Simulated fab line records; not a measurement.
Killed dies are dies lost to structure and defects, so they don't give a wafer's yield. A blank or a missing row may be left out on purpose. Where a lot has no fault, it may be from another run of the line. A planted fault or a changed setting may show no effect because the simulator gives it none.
Chamber matching / flow n5Finfet / N5_GATE_CUT_CMP_61 on cmp-03 has 4 sister chambers
The step polishes, stops on SiNx, t overpolish 3 s. 8 wafers are shown with their chamber, then 8 later ones without.

WAFERS PAIRED WITH THEIR CHAMBERS
wafer=L075.1; chamber=2; motorCurrentA (A)=12.3; slurryFlowMlMin=150.1
wafer=L076.2; chamber=2; motorCurrentA (A)=12.5; slurryFlowMlMin=150.4
wafer=L078.2; chamber=1; motorCurrentA (A)=11.6; slurryFlowMlMin=150.0
wafer=L078.6; chamber=1; motorCurrentA (A)=12.6; slurryFlowMlMin=149.9
wafer=L080.6; chamber=0; motorCurrentA (A)=10.8; slurryFlowMlMin=150.4
wafer=L081.3; chamber=0; motorCurrentA (A)=10.9; slurryFlowMlMin=150.1
wafer=L081.5; chamber=3; motorCurrentA (A)=12.0; slurryFlowMlMin=149.9
wafer=L085.1; chamber=3; motorCurrentA (A)=12.7; slurryFlowMlMin=150.0

WAFERS WHOSE CHAMBER IS MISSING
wafer=L085.4; motorCurrentA (A)=12.2; slurryFlowMlMin=149.4
wafer=L085.5; motorCurrentA (A)=12.2; slurryFlowMlMin=149.4
wafer=L092.2; motorCurrentA (A)=10.2; slurryFlowMlMin=149.4
wafer=L092.3; motorCurrentA (A)=12.2; slurryFlowMlMin=150.0
wafer=L092.4; motorCurrentA (A)=12.3; slurryFlowMlMin=149.7
wafer=L097.1; motorCurrentA (A)=12.5; slurryFlowMlMin=150.2
wafer=L097.4; motorCurrentA (A)=10.7; slurryFlowMlMin=150.0
wafer=L097.6; motorCurrentA (A)=12.2; slurryFlowMlMin=150.3

WHICH CHAMBER EACH WENT THROUGH
wafer=L085.4; from the rows above=can't be placed: 1 or 3 or 2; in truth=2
wafer=L085.5; from the rows above=can't be placed: 1 or 3 or 2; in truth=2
wafer=L092.2; from the rows above=can't be placed: 1 or 0 or 3 or 2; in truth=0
wafer=L092.3; from the rows above=can't be placed: 1 or 3 or 2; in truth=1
wafer=L092.4; from the rows above=can't be placed: 3 or 1 or 2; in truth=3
wafer=L097.1; from the rows above=can't be placed: 2 or 3 or 1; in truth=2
wafer=L097.4; from the rows above=can't be placed: 0 or 1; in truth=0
wafer=L097.6; from the rows above=can't be placed: 2 or 1 or 3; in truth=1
0 of 8 placed correctly. Can't be placed from these rows: 8 (the true chamber is among the candidates in 8). Placed wrongly: 0.
How it was worked out, from the rows above alone: a wafer's distance from a chamber is the root of the sum, over the readings, of the square of ((its reading less the chamber's mean) divided by the reading's scatter). The wafer belongs to the nearest chamber; if the next one is less than 2 further off, it can't be placed. For every chamber, the mean is computed from those of its wafers that are shown. The scatter: take each reading less its chamber's mean, square it, sum over the shown wafers, divide by the number of wafers less the number of chambers, and take the root.
